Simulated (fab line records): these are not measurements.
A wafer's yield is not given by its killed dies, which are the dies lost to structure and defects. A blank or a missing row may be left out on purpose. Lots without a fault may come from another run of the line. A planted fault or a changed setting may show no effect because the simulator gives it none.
Chamber matching	flow nand-harc	NHARC_P_M1_DEP_33 on pecvd-04 has 3 sister chambers
The step deposits SiCN, target thk 30 nm. 16 wafers are shown with their chamber, then 7 later ones without.

WAFERS WITH THEIR CHAMBER
wafer	chamber	heater-power-w (W)	susceptor-temp-C (C)
L590.1	0	534	370.00
L590.2	2	617	370.01
L590.6	1	473	369.99
L594.4	0	658	370.17
L594.5	1	466	370.17
L594.6	2	585	370.05
L596.2	1	499	369.95
L596.3	1	502	370.19
L596.5	1	506	370.13
L604.2	0	627	370.35
L604.5	1	499	369.79
L608.3	0	541	369.81
L608.4	1	465	369.94
L608.5	2	548	370.08
L609.1	1	532	369.90
L609.2	2	629	370.04

SIGNATURES (averages over the wafers above)
reading	chamber 0	chamber 1	chamber 2	scatter within a chamber
heater-power-w	590.00	492.75	594.75	38.5
susceptor-temp-C	370.0825	370.0075	370.0450	0.153
Rule: for each reading, subtract the chamber's mean from the wafer's reading, divide by that reading's scatter and square the result; add these up over the readings and take the root, which gives the wafer's distance from the chamber. If the next closest chamber is less than 2 further off than the closest, the wafer can't be placed; otherwise it belongs to the closest. The scatter: the root of (the sum of the squares of (reading less its chamber's mean) over the shown wafers, divided by (wafers less chambers)).

WAFERS MISSING THEIR CHAMBER
wafer	heater-power-w (W)	susceptor-temp-C (C)
L609.5	638	370.23
L610.1	508	370.06
L610.3	558	370.15
L610.5	608	370.24
L611.2	602	370.00
L611.3	542	370.57
L611.6	554	369.96

WHICH CHAMBER EACH WENT THROUGH
wafer	from the rows above	in truth
L609.5	can't be placed: 0 or 2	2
L610.1	can't be placed: 1 or 0 or 2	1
L610.3	can't be placed: 0 or 2 or 1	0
L610.5	can't be placed: 0 or 2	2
L611.2	can't be placed: 2 or 0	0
L611.3	can't be placed: 0 or 2 or 1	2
L611.6	can't be placed: 2 or 0 or 1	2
Correctly placed: 0 of 7. Not placeable from these rows: 7 (in 7, the candidates include the true chamber). Number placed wrongly: 0.
